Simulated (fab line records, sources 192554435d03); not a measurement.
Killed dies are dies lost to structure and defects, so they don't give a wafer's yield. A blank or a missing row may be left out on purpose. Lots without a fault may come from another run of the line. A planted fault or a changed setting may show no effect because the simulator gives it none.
Problem report in the 8D (eight disciplines) form, filled by code | flow n5_finfet | the parts of the form that need people (team, actions taken, sign-off) are left out

1. THE PROBLEM
thk_nm at N5_SD_EPI_N_EPI_MEAS_23 reads a mean of 73.6 nm on 1 wafer of 1 lot; wafers without a fault read 59.1 nm with a standard deviation of 1.3. That is +11 standard deviations from the usual mean.
First seen on wafer L181.6, day 8 05:01, on film_metro-02. The record holds 27 wafers of 9 lots with a number at this step. Rule for "out", or "out of limits": more than 4 standard deviations from the usual mean. The other wafers with a number count as sound.

2. WHAT IT IS AND WHAT IT IS NOT
question                    | is               | is not
which readings at this step | thk_nm           | -
which lots                  | L181             | L162, L163, L164, L169, L170, L171, L183, L184
which wafers of those lots  | L181.6           | L181.1, L181.4
read on which gauges        | film_metro-02    | film_metro-01
when                        | from day 8 05:01 | up to then (20 sound wafers); but 6 sound wafers of L183, L184 came after

3. SUSPECTS, AND WHAT RULES EACH OUT
Counting: a tool at a process step up to the reading stays a suspect if it ran every lot that is out. Sound lots after the first of them don't rule it out here, since some wafers of a struck lot are sound.
- the gauge at N5_SD_EPI_N_EPI_MEAS_23: ruled out. All the wafers that are out were read on film_metro-02, but those of them that N5_SD_ACTIVATION_RS_MEAS_03 has rows for are out there too, on other tools.
- ald_sin-01 at N5_SPACER0_ALD_07 (deposits SiNx, target thk 2 nm): kept. It ran the lot that is out, L181 (day 8 00:23); its last sound lot up to then is L170 (day 5 06:49).
- rie_diel-01 at N5_SD_EPI_N_ETCH_45 (etches SiOCN in CH3F/O2, target depth 6 nm): kept. It ran the lot that is out, L181 (day 8 02:08); its last sound lot up to then is L169 (day 5 05:16).
- epi_rpcvd-04 at N5_SD_EPI_N_EPI_21 (deposits Si:P, time 690 s): kept. It ran the lot that is out, L181 (day 8 03:18); its last sound lot up to then is L171 (day 5 16:13).
- Within ald_sin-01 at N5_SPACER0_ALD_07: the wafers that are out ran in chamber 1; their sound lot-mates ran in chambers 0, 2.
- Within rie_diel-01 at N5_SD_EPI_N_ETCH_45: the wafers that are out ran in chamber 1; their sound lot-mates ran in chamber 2.
Left after counting: ald_sin-01 at N5_SPACER0_ALD_07, rie_diel-01 at N5_SD_EPI_N_ETCH_45, epi_rpcvd-04 at N5_SD_EPI_N_EPI_21.

4. THE CAUSE (what the simulator had put in)
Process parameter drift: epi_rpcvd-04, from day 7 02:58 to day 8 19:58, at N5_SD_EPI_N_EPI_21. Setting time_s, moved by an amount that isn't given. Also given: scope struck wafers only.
Counting left 3 suspects, and this tool is among them.

5. THE CHAIN OF EFFECTS, in route order
Each row: a reading whose mean over the struck wafers that have a number lies more than 3 standard deviations from the usual. Only readings for which the record gives a usual standard deviation are gone through. hours: the time from each lot's start at the first step in this table that gives one to its start at this step, as a median over the lots. sigmas: the change in usual standard deviations.
hours | step                        | reading | usual        | on struck wafers | change | sigmas
0     | N5_SD_EPI_N_EPI_MEAS_23     | thk_nm  | 59.1 nm      | 73.6             | +14.5  | +11
5     | N5_SD_ACTIVATION_RS_MEAS_03 | RS_SD_N | 21.88 ohm/sq | 17.07            | -4.81  | -18
128   | N5_BEOL_M4_RC_MEAS_101      | RS_SD_N | 28.4 ohm/sq  | 22.4             | -6.0   | -17
Later measuring or inspecting steps at which every struck wafer that the step has a row for has a number for every such reading, and none has moved that far: N5_SD_EPI_P_CD_MEAS_09.

6. WHAT WOULD HAVE CAUGHT IT SOONER
In this record the first reading out of limits at a measuring or inspecting step was taken at day 8 05:01, 26 hours after the fault began at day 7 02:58.
All the lots that are out (1) had begun N5_SD_EPI_N_EPI_21 on epi_rpcvd-04 by day 8 05:01. A hold on the tool at that time would have spared none of them.
